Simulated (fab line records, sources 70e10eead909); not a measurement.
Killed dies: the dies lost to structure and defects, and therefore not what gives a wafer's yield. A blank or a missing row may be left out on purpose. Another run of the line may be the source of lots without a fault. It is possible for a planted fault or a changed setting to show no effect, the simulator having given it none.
fab line records ; flow nandHarc
record lots=7; wafers=21; lastDay=24
route steps=1159 shown A_STAIRCASE@564
lots that met no fault: taken from a fault-free run of the same line
startH: hours from the record's first day to the start of the lot's first wafer shown ; waitH: how many hours have passed since the lot's step before this one ; " same as the row above ; L1.1+2: several wafers, shown together as one row ; - value missing, or start not given ; * or withheld: withheld ; < > ~ a bound
route shown NAME@n: names a module that has steps shown in the file, with the first one's number in the route ; usual: average and standard deviation across the fault-free wafers ; same: alike in all rows ; chamber/n: place in a boat ; sites: per-site readings ; _std_site: the values' standard deviation ; _edge_site: outer sites' mean less inner sites' ; radiusMm: how far each site lies from the wafer's centre ; mask NAME#n: copy n ; behind: tool/chamber where the wafer was last shaped ; hold: reason for holding the lot/hours on hold/outcome of the hold ; device: whichever transistor did not switch (one of n, p or np) ; end of line: the tests these same wafers got at the end of their route ; where a step has no rows: the recipe by itself ; killed: dies lost to structure and defects at the first sort, not the wafer's yield ; map: a wafer's dies, x killed, . not, _ none there
set.NAME: setting as actually run; set.NAME@STEP: the setting as run at that earlier step ; model.NAME: the simulator's own value behind a step, which no gauge read
a table for each step, a row for each wafer; lots at some steps of the route
services: a tool's chamber out of use, with start hour (startH, from the record's first day; less than 0 if before it), hours out, and reason
## steps
# step NHARC_A_STAIRCASE_ETCH_27
# recipe targetDepthA=1000; timeS=40.5; ionEnergyEv=400; c4f8FlowSccm=20; o2FlowSccm=10; arFlowSccm=withheld; rfW=600; biasW=1000; chemistry=C4F8/O2
# step NHARC_A_STAIRCASE_STRIP_175
# recipe powerW=1500; tempC=250; chemistry=O2
# step NHARC_A_STAIRCASE_STRIP_148
# recipe timeS=900; tempC=130; chemistry=SPM
# step NHARC_A_STAIRCASE_PRECLEAN_149
# recipe timeS=*; tempC=50; bathAgeMin=0; chemistry=SC1
# step NHARC_A_STAIRCASE_SRD_150
# step NHARC_A_STAIRCASE_DEHYDRATE_176
# recipe tempC=150; timeS=120
# step NHARC_A_STAIRCASE_HMDS_177
# recipe timeS=30
# step NHARC_A_STAIRCASE_COAT_178
# recipe spinRpm=1200
# step NHARC_A_STAIRCASE_SOFTBAKE_179
# recipe tempC=135; timeS=170
# step NHARC_A_STAIRCASE_EBR_180
# step NHARC_A_STAIRCASE_EXPOSE_181
# recipe na=0.5; doseMj=27.87; maskId=STAIR_2
# step NHARC_A_STAIRCASE_PEB_182
# recipe pebTempC=115; pebTimeS=130
# usual chillPlateTempC=23.00/0.12; exhaustPa=44.9/0.87; heaterPowerTotalW=123.87/0.2
lot.wafer;tool;chamber;startH;waitH;chillPlateTempC;exhaustPa;heaterPowerTotalW
L806.1;lithoTrack-03;0;264.97;0.1;22.96;44.5;123.32
L806.2;lithoTrack-03;0;264.97;0.1;23.09;43.8;123.56
L806.6;lithoTrack-03;0;264.97;0.1;22.91;46.4;124.15
L809.3;lithoTrack-03;0;278.38;0.1;23.09;45.9;123.61
L809.4;lithoTrack-03;0;278.38;0.1;23.27;44.3;123.72
L809.5;lithoTrack-03;0;278.38;0.1;23.08;45.6;123.76
L816.1;lithoTrack-02;-;331.45;0.1;-;-;-
L816.3;lithoTrack-02;-;331.45;0.1;-;-;-
L816.6;lithoTrack-02;-;331.45;0.1;-;-;-
L817.1;lithoTrack-02;-;331.75;0.1;-;-;-
L817.4;lithoTrack-02;-;331.75;0.1;-;-;-
L817.6;lithoTrack-02;-;331.75;0.1;-;-;-
L818.2;lithoTrack-03;-;336.02;0.1;-;-;-
L818.4;lithoTrack-03;-;336.02;0.1;-;-;-
L818.6;lithoTrack-03;-;336.02;0.1;-;-;-
L823.1;lithoTrack-05;0;357.23;0.1;23.08;45.2;124.08
L823.2;lithoTrack-05;0;357.23;0.1;23.02;45.5;123.51
L823.4;lithoTrack-05;0;357.23;0.1;23.14;46.1;124.02
L822.2;lithoTrack-03;0;358.02;0.1;23.05;44.2;124.03
L822.4;lithoTrack-03;0;358.02;0.1;23.14;45.3;123.81
L822.6;lithoTrack-03;0;358.02;0.1;23.16;44.7;123.74
# step NHARC_A_STAIRCASE_DEVELOP_183
# recipe timeS=140
# step NHARC_A_STAIRCASE_HARDBAKE_185
# recipe tempC=120; timeS=140
# step NHARC_A_STAIRCASE_DESCUM_186
# recipe timeS=3; o2FlowSccm=200; arFlowSccm=0; biasPowerW=0; chemistry=O2
# step NHARC_A_STAIRCASE_TRIM_187
# recipe timeS=211.2; o2FlowSccm=500; arFlowSccm=0; biasW=0; chemistry=O2
# usual chamberPressureMTorr=60.00/0.056; drypumpMotorCurrentA=5.6/0.51; oesProductAu=1.002/0.0072; rfVppV=57.9/0.97; showerheadPlenumPTorr=3.51/0.18; throttleValvePct=17.035/0.0094
lot.wafer;tool;chamber;startH;waitH;chamberPressureMTorr;drypumpMotorCurrentA;oesProductAu;rfHoursCounterH;rfVppV;showerheadPlenumPTorr;throttleValvePct
L806.2;rieDiel-10;2;265.42;0.1;60.00;5.3;0.990;29;57.2;3.35;17.050
L806.1;rieDiel-10;0;265.42;0.1;59.94;5.6;0.997;33;57.0;3.44;17.031
L806.6;rieDiel-10;2;265.42;0.1;60.01;5.3;0.991;-;57.1;3.35;17.039
L809.3;rieDiel-10;2;278.78;0.1;60.01;5.3;0.999;35;57.0;3.35;17.017
L809.4;rieDiel-10;3;278.78;0.1;60.02;5.0;0.997;26;57.6;3.48;17.020
L809.5;rieDiel-10;1;278.78;0.1;60.03;5.9;1.007;-;57.9;3.33;17.017
L816.1;rieDiel-10;3;332.13;0.2;60.00;5.0;0.998;46;57.3;3.47;17.047
L816.3;rieDiel-10;0;332.13;0.2;59.96;5.6;1.012;56;57.0;3.43;17.047
L816.6;rieDiel-10;2;332.13;0.2;60.06;5.3;1.001;-;56.8;3.34;17.020
L817.4;rieDiel-12;2;332.15;0.1;59.94;4.8;1.002;42;55.7;3.29;17.023
L817.1;rieDiel-12;3;332.15;0.1;59.95;5.4;1.010;46;59.2;3.78;17.034
L817.6;rieDiel-12;3;332.15;0.1;60.05;5.3;1.013;-;59.1;3.78;17.042
L818.2;rieDiel-10;3;336.42;0.1;59.97;5.0;1.004;48;56.5;3.47;17.017
L818.4;rieDiel-10;2;336.42;0.1;60.06;5.3;1.000;58;56.7;3.33;17.037
L818.6;rieDiel-10;3;336.42;0.1;60.01;5.0;1.003;-;56.8;3.47;17.033
L823.4;rieDiel-12;0;357.64;0.1;60.03;5.5;0.998;58;59.1;3.78;17.031
L823.2;rieDiel-12;1;357.64;0.1;59.95;5.2;0.993;56;58.9;3.68;17.041
L823.1;rieDiel-12;3;357.64;0.1;59.97;5.4;1.005;54;59.3;3.78;17.008
L822.2;rieDiel-01;3;358.43;0.1;59.99;6.2;1.000;17;60.7;3.67;17.032
L822.4;rieDiel-01;1;358.43;0.1;59.98;5.7;1.013;16;58.1;3.56;17.035
L822.6;rieDiel-01;3;358.43;0.1;60.04;6.3;1.009;-;58.5;3.67;17.011
# step NHARC_A_STAIRCASE_ETCH_188
# recipe targetDepthA=1000; timeS=40.5; ionEnergyEv=400; c4f8FlowSccm=20; o2FlowSccm=10; arFlowSccm=withheld; rfW=600; biasW=1000; chemistry=C4F8/O2
# step NHARC_A_STAIRCASE_TRIM_189
# recipe timeS=211.2; o2FlowSccm=500; arFlowSccm=0; biasW=0; chemistry=O2
# step NHARC_A_STAIRCASE_ETCH_190
# recipe targetDepthA=1000; timeS=40.5; ionEnergyEv=400; c4f8FlowSccm=20; o2FlowSccm=10; arFlowSccm=withheld; rfW=600; biasW=1000; chemistry=C4F8/O2
# step NHARC_A_STAIRCASE_TRIM_191
# recipe timeS=211.2; o2FlowSccm=500; arFlowSccm=0; biasW=0; chemistry=O2
# usual chamberPressureMTorr=60.00/0.055; drypumpMotorCurrentA=5.6/0.5; oesProductAu=1.000/0.0066; rfVppV=57.7/0.95; showerheadPlenumPTorr=3.52/0.18; throttleValvePct=17.037/0.0091
lot.wafer;tool;chamber;startH;waitH;chamberPressureMTorr;drypumpMotorCurrentA;oesProductAu;rfHoursCounterH;rfVppV;showerheadPlenumPTorr;throttleValvePct
L806.2;rieDiel-10;3;-;-;59.95;5.0;1.001;23;58.4;3.48;17.031
L806.1;rieDiel-10;0;-;-;60.00;5.6;1.001;36;57.8;3.44;17.038
L806.6;rieDiel-10;2;-;-;60.05;5.3;0.994;-;58.3;3.35;17.030
L809.3;rieDiel-10;2;-;-;59.95;5.3;0.987;35;58.0;3.35;17.033
L809.4;rieDiel-10;0;-;-;59.91;5.6;1.009;39;58.2;3.44;17.035
L809.5;rieDiel-10;3;-;-;60.02;5.0;0.997;-;58.5;3.48;17.034
L817.4;rieDiel-12;0;-;-;59.96;5.6;0.999;48;57.9;3.78;17.035
L817.1;rieDiel-12;2;-;-;60.02;4.8;0.994;42;56.3;3.29;17.047
L817.6;rieDiel-12;3;-;-;59.97;5.4;1.001;-;56.8;3.78;17.035
L816.3;rieDiel-10;1;-;-;60.02;5.9;0.989;58;57.4;3.32;17.049
L816.1;rieDiel-10;2;-;-;59.89;5.3;1.003;56;56.9;3.34;17.038
L816.6;rieDiel-10;2;-;-;60.02;5.3;1.002;-;57.5;3.34;17.034
L818.4;rieDiel-10;0;-;-;59.95;5.6;0.994;59;57.3;3.43;17.028
L818.2;rieDiel-10;1;-;-;60.06;5.9;1.004;60;57.6;3.32;17.022
L818.6;rieDiel-10;3;-;-;60.02;5.0;0.989;-;57.7;3.47;17.038
L823.2;rieDiel-12;3;-;-;60.03;5.4;1.002;55;58.5;3.78;17.023
L823.1;rieDiel-12;0;-;-;59.99;5.5;0.995;58;59.5;3.77;17.054
L823.4;rieDiel-12;1;-;-;60.06;5.2;1.000;56;58.3;3.68;17.051
L822.2;rieDiel-01;1;-;-;60.05;5.6;1.005;17;57.2;3.56;17.049
L822.4;rieDiel-01;3;-;-;60.02;6.3;0.999;17;60.3;3.67;17.041
L822.6;rieDiel-01;1;-;-;59.93;5.7;1.019;-;57.3;3.56;17.039
# step NHARC_A_STAIRCASE_ETCH_192
# recipe targetDepthA=1000; timeS=40.5; ionEnergyEv=400; c4f8FlowSccm=20; o2FlowSccm=10; arFlowSccm=withheld; rfW=600; biasW=1000; chemistry=C4F8/O2
# step NHARC_A_STAIRCASE_TRIM_193
# recipe timeS=211.2; o2FlowSccm=500; arFlowSccm=0; biasW=0; chemistry=O2
# usual chamberPressureMTorr=59.99/0.056; drypumpMotorCurrentA=5.6/0.5; oesProductAu=1.003/0.0061; rfVppV=57.8/0.82; showerheadPlenumPTorr=3.51/0.18; throttleValvePct=17.036/0.0087
lot.wafer;tool;chamber;startH;waitH;chamberPressureMTorr;drypumpMotorCurrentA;oesProductAu;rfHoursCounterH;rfVppV;showerheadPlenumPTorr;throttleValvePct
L806.1;rieDiel-10;0;-;-;60.02;5.6;1.007;36;57.1;3.44;17.050
L806.2;rieDiel-10;1;-;-;60.03;5.8;1.006;33;58.2;3.33;17.029
L806.6;rieDiel-10;3;-;-;60.01;5.0;1.007;-;57.7;3.48;17.047
L809.3;rieDiel-10;2;-;-;60.09;5.3;1.001;36;57.7;3.35;17.047
L809.4;rieDiel-10;3;-;-;59.96;5.0;1.002;27;58.0;3.48;17.034
L809.5;rieDiel-10;0;-;-;60.02;5.6;1.018;-;58.1;3.44;17.032
L817.1;rieDiel-12;3;-;-;60.11;5.4;0.994;46;59.4;3.78;17.019
L817.4;rieDiel-12;0;-;-;59.97;5.5;1.000;48;58.6;3.78;17.035
L817.6;rieDiel-12;0;-;-;60.07;5.5;1.006;-;58.3;3.78;17.038
L816.1;rieDiel-10;1;-;-;60.01;5.9;1.004;58;57.8;3.32;17.034
L816.3;rieDiel-10;2;-;-;60.01;5.3;0.998;56;57.6;3.34;17.031
L816.6;rieDiel-10;1;-;-;60.01;5.9;0.998;-;57.9;3.32;17.030
L818.2;rieDiel-10;0;-;-;59.87;5.6;1.003;59;57.7;3.43;17.039
L818.4;rieDiel-10;1;-;-;59.98;5.8;0.998;60;57.6;3.32;17.034
L818.6;rieDiel-10;3;-;-;60.00;5.0;1.000;-;58.1;3.47;17.034
L823.2;rieDiel-12;1;-;-;60.03;5.2;0.999;57;58.9;3.68;17.029
L823.4;rieDiel-12;3;-;-;59.90;5.4;1.001;55;57.7;3.78;17.045
L823.1;rieDiel-12;0;-;-;60.02;5.6;0.996;58;56.2;3.77;17.044
L822.4;rieDiel-01;0;-;-;59.96;6.4;0.995;18;58.3;3.28;17.045
L822.2;rieDiel-01;3;-;-;60.07;6.3;1.003;17;58.1;3.67;17.042
L822.6;rieDiel-01;0;-;-;59.98;6.3;0.997;-;56.7;3.28;17.037
# step NHARC_A_STAIRCASE_ETCH_194
# recipe targetDepthA=1000; timeS=40.5; ionEnergyEv=400; c4f8FlowSccm=20; o2FlowSccm=10; arFlowSccm=withheld; rfW=600; biasW=1000; chemistry=C4F8/O2
# step NHARC_A_STAIRCASE_TRIM_196
# recipe timeS=211.2; o2FlowSccm=500; arFlowSccm=0; biasW=0; chemistry=O2
# usual chamberPressureMTorr=60.00/0.057; drypumpMotorCurrentA=5.6/0.54; oesProductAu=1.000/0.007; rfVppV=57.7/0.97; showerheadPlenumPTorr=3.52/0.18; throttleValvePct=17.038/0.0088
lot.wafer;tool;chamber;startH;waitH;chamberPressureMTorr;drypumpMotorCurrentA;oesProductAu;rfHoursCounterH;rfVppV;showerheadPlenumPTorr;throttleValvePct
L806.2;rieDiel-12;0;268.92;0.1;60.01;5.6;0.997;23;57.6;3.80;17.039
L806.1;rieDiel-12;1;268.92;0.1;59.90;5.2;1.000;22;59.6;3.70;17.044
L806.6;rieDiel-12;0;268.92;0.1;60.05;5.6;1.005;-;58.8;3.79;17.036
L809.3;rieDiel-10;3;279.80;0.1;59.94;5.0;0.994;27;57.6;3.48;17.032
L809.4;rieDiel-10;0;279.80;0.1;59.95;5.6;1.003;39;57.4;3.44;17.040
L809.5;rieDiel-10;0;279.80;0.1;60.08;5.6;1.003;-;56.1;3.44;17.031
L817.4;rieDiel-12;0;333.19;0.1;60.00;5.5;0.997;48;57.9;3.78;17.023
L817.1;rieDiel-12;2;333.19;0.1;59.97;4.9;0.983;42;57.5;3.29;17.026
L817.6;rieDiel-12;3;333.19;0.1;59.96;5.4;1.005;-;58.3;3.78;17.027
L816.3;rieDiel-10;1;334.15;0.1;60.02;5.9;1.007;59;57.1;3.32;17.054
L816.1;rieDiel-10;2;334.15;0.1;60.03;5.3;1.004;57;56.4;3.34;17.034
L816.6;rieDiel-10;0;334.15;0.1;59.98;5.6;1.003;-;56.0;3.43;17.037
L818.2;rieDiel-01;2;337.51;0.1;60.07;6.6;1.003;5;57.4;3.52;17.035
L818.4;rieDiel-01;0;337.51;0.1;59.98;6.4;1.000;7;58.6;3.28;17.046
L818.6;rieDiel-01;2;337.51;0.1;60.06;6.7;1.002;-;57.6;3.52;17.033
L823.1;rieDiel-01;1;359.27;0.1;60.01;5.7;1.006;17;57.8;3.56;17.040
L823.2;rieDiel-01;3;359.27;0.1;59.95;6.3;0.995;17;57.2;3.67;17.029
L823.4;rieDiel-01;0;359.27;0.1;59.99;6.4;0.995;18;57.1;3.28;17.041
L822.4;rieDiel-12;3;360.38;0.1;60.06;5.3;1.002;56;59.9;3.78;17.043
L822.2;rieDiel-12;0;360.38;0.1;60.02;5.5;0.996;59;58.7;3.77;17.054
L822.6;rieDiel-12;2;360.38;0.1;59.98;4.8;0.990;-;59.5;3.28;17.027
# step NHARC_A_STAIRCASE_ETCH_197
# recipe targetDepthA=1000; timeS=40.5; ionEnergyEv=400; c4f8FlowSccm=20; o2FlowSccm=10; arFlowSccm=withheld; rfW=600; biasW=1000; chemistry=C4F8/O2
# step NHARC_A_STAIRCASE_TRIM_198
# recipe timeS=211.2; o2FlowSccm=500; arFlowSccm=0; biasW=0; chemistry=O2
# usual chamberPressureMTorr=60.00/0.056; drypumpMotorCurrentA=5.6/0.53; oesProductAu=1.001/0.006; rfVppV=57.8/0.95; showerheadPlenumPTorr=3.51/0.18; throttleValvePct=17.037/0.0086
lot.wafer;tool;chamber;startH;waitH;chamberPressureMTorr;drypumpMotorCurrentA;oesProductAu;rfHoursCounterH;rfVppV;showerheadPlenumPTorr;throttleValvePct
L806.2;rieDiel-12;3;-;-;59.94;5.4;1.007;21;58.6;3.80;17.039
L806.1;rieDiel-12;0;-;-;60.05;5.6;0.990;23;57.5;3.79;17.041
L806.6;rieDiel-12;2;-;-;59.91;4.8;1.000;-;57.0;3.30;17.038
L809.4;rieDiel-10;2;-;-;59.95;5.3;0.997;36;57.2;3.35;17.032
L809.3;rieDiel-10;3;-;-;59.99;5.0;0.994;27;57.6;3.48;17.034
L809.5;rieDiel-10;2;-;-;59.93;5.3;0.987;-;56.8;3.35;17.021
L817.1;rieDiel-12;0;-;-;59.98;5.5;0.996;48;58.8;3.78;17.046
L817.4;rieDiel-12;1;-;-;59.93;5.2;1.002;46;57.5;3.68;17.037
L817.6;rieDiel-12;0;-;-;59.98;5.6;1.001;-;58.0;3.78;17.038
L816.1;rieDiel-10;3;-;-;60.09;5.0;0.998;47;57.9;3.47;17.042
L816.3;rieDiel-10;1;-;-;59.93;5.9;0.995;59;57.5;3.32;17.035
L816.6;rieDiel-10;3;-;-;59.92;5.0;0.990;-;56.8;3.47;17.039
L818.2;rieDiel-01;2;-;-;59.94;6.7;0.998;5;58.5;3.52;17.054
L818.4;rieDiel-01;3;-;-;59.96;6.2;0.994;7;58.1;3.68;17.036
L818.6;rieDiel-01;0;-;-;59.91;6.3;1.001;-;57.1;3.28;17.046
L823.1;rieDiel-01;0;-;-;60.07;6.3;0.996;18;56.6;3.28;17.033
L823.2;rieDiel-01;1;-;-;60.11;5.7;1.010;17;57.8;3.56;17.045
L823.4;rieDiel-01;2;-;-;59.98;6.7;1.000;16;55.3;3.51;17.052
L822.2;rieDiel-12;0;-;-;60.02;5.6;1.003;59;57.6;3.77;17.031
L822.4;rieDiel-12;2;-;-;59.96;4.8;0.988;53;56.6;3.28;17.048
L822.6;rieDiel-12;1;-;-;60.07;5.2;1.001;-;56.5;3.68;17.051
# step NHARC_A_STAIRCASE_ETCH_199
# recipe targetDepthA=1000; timeS=40.5; ionEnergyEv=400; c4f8FlowSccm=20; o2FlowSccm=10; arFlowSccm=withheld; rfW=600; biasW=1000; chemistry=C4F8/O2
# step NHARC_A_STAIRCASE_TRIM_200
# recipe timeS=211.2; o2FlowSccm=500; arFlowSccm=0; biasW=0; chemistry=O2
# step NHARC_A_STAIRCASE_ETCH_201
# recipe targetDepthA=1000; timeS=40.5; ionEnergyEv=400; c4f8FlowSccm=20; o2FlowSccm=10; arFlowSccm=withheld; rfW=600; biasW=1000; chemistry=C4F8/O2
# step NHARC_A_STAIRCASE_TRIM_202
# recipe timeS=211.2; o2FlowSccm=500; arFlowSccm=0; biasW=0; chemistry=O2
# step NHARC_A_STAIRCASE_ETCH_203
# recipe targetDepthA=1000; timeS=40.5; ionEnergyEv=400; c4f8FlowSccm=20; o2FlowSccm=10; arFlowSccm=withheld; rfW=600; biasW=1000; chemistry=C4F8/O2
# step NHARC_A_STAIRCASE_STRIP_205
# recipe powerW=1500; tempC=250; chemistry=O2
# step NHARC_A_STAIRCASE_STRIP_206
# recipe timeS=900; tempC=130; chemistry=SPM
# step NHARC_A_STAIRCASE_PRECLEAN_207
# recipe timeS=*; tempC=50; bathAgeMin=0; chemistry=SC1
# step NHARC_A_STAIRCASE_SRD_208
# step NHARC_A_STAIRCASE_DEHYDRATE_209
# recipe tempC=150; timeS=120
# step NHARC_A_STAIRCASE_HMDS_210
# recipe timeS=30
# step NHARC_A_STAIRCASE_COAT_211
# recipe spinRpm=1200
## services
tool;chamber;startH;hours;kind
rieDiel-10;0;259.71;-;clean
rieDiel-10;1;259.71;-;clean
rieDiel-10;2;259.71;-;clean
rieDiel-10;3;259.71;-;clean
rieDiel-10;0;284.21;-;clean
rieDiel-10;1;284.21;-;clean
rieDiel-10;2;284.21;-;clean
rieDiel-10;3;284.21;-;clean
rieDiel-12;2;285.43;4.8;repair
rieDiel-10;0;308.71;-;clean
rieDiel-10;1;308.71;-;clean
rieDiel-10;2;308.71;-;clean
rieDiel-10;3;308.71;-;clean
rieDiel-01;-;314.99;9.0;pm
rieDiel-10;0;333.22;-;clean
rieDiel-10;1;333.22;-;clean
rieDiel-10;2;333.22;-;clean
rieDiel-10;3;333.22;-;clean
rieDiel-12;3;334.04;1.7;repair
lithoTrack-02;-;340.01;7.0;pm
rieDiel-10;-;354.21;9.0;pm
rieDiel-10;0;354.21;9.0;ventCycle
rieDiel-10;1;354.21;9.0;ventCycle
rieDiel-10;2;354.21;9.0;ventCycle
## key
firstSign step=NHARC_A_STAIRCASE_PEB_182; reading=toolRecord; direction=missing
effect none on later readings
metAt NHARC_A_STAIRCASE_PEB_182
struckWafers L816.1,L816.3,L816.6,L817.1,L817.4,L817.6,L818.2,L818.4,L818.6
scrappedBehind NHARC_A_SGD_CUT_INSPECT_11 L816.1,L816.3,L816.6,L817.1,L817.4,L817.6,L818.2,L818.4,L818.6
onsetBetween 278.38 331.45
fault kind=skippedStepWhole; tool=lithoTrack-02,lithoTrack-03; chamber=-; onsetH=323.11; steps=NHARC_A_STAIRCASE_PEB_182; scope=struckLotsOnly
